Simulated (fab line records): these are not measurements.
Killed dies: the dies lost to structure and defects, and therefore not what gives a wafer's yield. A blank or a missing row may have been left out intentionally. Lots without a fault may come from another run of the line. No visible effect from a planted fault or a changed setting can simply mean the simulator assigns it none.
Lot-split experiment | flow n5Finfet | 7 lots, 21 wafers read, on a route of 1938 steps

## ON THE SPLIT
At N5_BEOL_M8_ETCH_61 (etches SiARC in CF4, target depth 45.5 nm, time 75.8 s), the setting biasW was moved away from the recipe's 36 W on 6 of the 21 wafers read, by -15.6% to +6.9%. This setting was run at the recipe's value on the other wafers.

The reading is taken at the split's own step.

## THE READING
rfVppV, in V, at N5_BEOL_M8_ETCH_61 (etches SiARC in CF4, target depth 45.5 nm, time 75.8 s). On this fab line, fault-free wafers typically give 183.8 V with a standard deviation of 1.1 V.

wafer  | tool, chamber at the split | biasW as run, W | against the recipe | rfVppV, V | against lot-mates on the recipe
L076.1 | rieDiel-02, 0              | 38.49           | +6.9%              | 189.7     | +6.8
L076.2 | rieDiel-02, 3              | 36              | recipe             | 182.9     | -
L076.6 | rieDiel-02, 2              | 38.49           | +6.9%              | 192.0     | +9.1
L081.2 | rieDiel-03, 3              | 36              | recipe             | 184.3     | -
L081.5 | rieDiel-03, 2              | 36              | recipe             | 184.4     | -
L081.6 | rieDiel-03, 1              | 36              | recipe             | 184.4     | -
L086.3 | rieDiel-05, 2              | 32.21           | -10.5%             | 171.3     | -11.8
L086.4 | rieDiel-05, 3              | 36              | recipe             | 184.6     | -
L086.5 | rieDiel-05, 2              | 36              | recipe             | 181.7     | -
L089.2 | rieDiel-03, 3              | 36              | recipe             | 181.8     | -
L089.3 | rieDiel-03, 0              | 36              | recipe             | 184.9     | -
L089.4 | rieDiel-03, 2              | 36              | recipe             | 181.7     | -
L091.3 | rieDiel-02, 3              | 30.4            | -15.6%             | 162.4     | -19.8
L091.4 | rieDiel-02, 2              | 36              | recipe             | 183.3     | -
L091.5 | rieDiel-02, 0              | 36              | recipe             | 181.1     | -
L095.2 | rieDiel-03, 1              | 36              | recipe             | 184.0     | -
L095.4 | rieDiel-03, 2              | 36              | recipe             | 183.9     | -
L095.6 | rieDiel-03, 0              | 32.26           | -10.4%             | 170.6     | -13.3
L097.1 | rieDiel-05, 2              | 36              | recipe             | 186.0     | -
L097.3 | rieDiel-05, 0              | 36              | recipe             | 183.1     | -
L097.6 | rieDiel-05, 0              | 31.72           | -11.9%             | 171.2     | -13.4

THE FIT
A straight line over all 21 wafers: rfVppV changes by +1.19 V for each +1% of biasW; r = +0.98; the points scatter about the line by 1.5 V.
The same after taking each lot's own level away (the mean of its wafers on the recipe; 21 wafers): +1.2 V for each +1%; r = +0.99; scatter 1.1 V.
That fit puts the effect of the largest move of biasW on the reading at 19 V.
Across the lots, their own levels run from 182.20 to 184.55 V, a range of 2.1 times the standard deviation given above.
The two slopes are in agreement: the lot-to-lot level therefore moves the slope only a little.
Check: with one of the wafers moved furthest among these (-15.6%) left out of the fit, the line predicts -18.2 V for it against its lot-mates. It came out at -19.8 V against them.
Tool readings at the split's step, against how far the setting was moved: rfVppV r = +0.98.

## OTHER SPLITS ON THESE WAFERS
Note: prior to the reading, these wafers also went through further splits. Each is held against what the fit with the lots' levels taken away leaves over:
other split on the same wafers    | wafers away from the commonest value | r with rfVppV (lot level and that fit taken away)
N5_BEOL_M4_TRENCH_ETCH_37 sourceW | 8                                    | +0.33
N5_BEOL_M5_ETCH_72 biasW          | 10                                   | +0.02
N5_BEOL_M5_COAT_22 spinRpm        | 7                                    | -0.08
N5_BEOL_M8_EXPOSE_08 doseMj       | 9                                    | -0.12

## FILE'S OWN FIT
rfVppV changes by +1.21 V for each +1% of biasW, r = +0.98.
